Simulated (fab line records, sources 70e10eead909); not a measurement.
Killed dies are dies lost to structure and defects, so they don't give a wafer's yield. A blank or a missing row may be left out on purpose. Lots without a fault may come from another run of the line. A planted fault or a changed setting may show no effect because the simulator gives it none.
Chamber matching | flow nand_harc | NHARC_A_STAIRCASE_ETCH_444 on rie_diel-13: 4 sister chambers
The step etches the open film in C4F8/O2, target depth 20400 nm, time 6800 s. 20 wafers are shown with their chamber, then 10 later ones without.

WAFERS WITH THEIR CHAMBER
wafer  | chamber | rf_vpp_V (V) | oes_product_au (a.u.)
L075.3 | 2       | 810          | 0.915
L075.5 | 3       | 810          | 0.923
L075.6 | 2       | 809          | 0.920
L078.1 | 2       | 810          | 0.919
L078.2 | 3       | 811          | 0.930
L078.3 | 1       | 802          | 0.925
L080.2 | 3       | 810          | 0.932
L080.4 | 1       | 803          | 0.915
L080.6 | 0       | 816          | 0.932
L081.2 | 3       | 811          | 0.917
L081.3 | 0       | 814          | 0.934
L081.5 | 2       | 810          | 0.924
L083.2 | 3       | 811          | 0.923
L083.4 | 2       | 809          | 0.927
L083.5 | 2       | 811          | 0.927
L084.2 | 1       | 801          | 0.942
L084.4 | 1       | 803          | 0.943
L084.6 | 2       | 811          | 0.942
L085.2 | 2       | 810          | 0.936
L085.3 | 0       | 814          | 0.946

SIGNATURES (means of the wafers above)
reading        | chamber 0 | chamber 1 | chamber 2 | chamber 3 | scatter within a chamber
rf_vpp_V       | 814.67    | 802.25    | 810.00    | 810.60    | 0.815
oes_product_au | 0.93733   | 0.93125   | 0.92625   | 0.92500   | 0.0093
Rule: a wafer's distance from a chamber is the root of the sum, over the readings, of the square of ((its reading less the chamber's mean) divided by the reading's scatter). The wafer belongs to the nearest chamber; if the next one is less than 2 further off, it can't be placed. The scatter: the root of (the sum of the squares of (reading less its chamber's mean) over the shown wafers, divided by (wafers less chambers)).

WAFERS WITHOUT THEIR CHAMBER
wafer  | rf_vpp_V (V) | oes_product_au (a.u.)
L085.4 | 815          | 0.954
L092.4 | 809          | 0.921
L092.5 | 815          | 0.917
L092.6 | 810          | 0.940
L095.2 | 814          | 0.932
L095.5 | 808          | 0.927
L095.6 | 809          | 0.930
L096.2 | 814          | 0.936
L096.3 | 808          | 0.921
L096.5 | 808          | 0.919

WHICH CHAMBER EACH WENT THROUGH
wafer  | from the rows above     | in truth
L085.4 | 0                       | 0
L092.4 | can't be placed: 2 or 3 | 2
L092.5 | 0                       | 0
L092.6 | can't be placed: 2 or 3 | 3
L095.2 | 0                       | 0
L095.5 | can't be placed: 2 or 3 | 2
L095.6 | can't be placed: 2 or 3 | 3
L096.2 | 0                       | 0
L096.3 | can't be placed: 2 or 3 | 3
L096.5 | can't be placed: 2 or 3 | 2
Placed correctly: 4 of 10. Can't be placed from these rows: 6 (the true chamber is among the candidates in 6). Placed wrongly: 0.
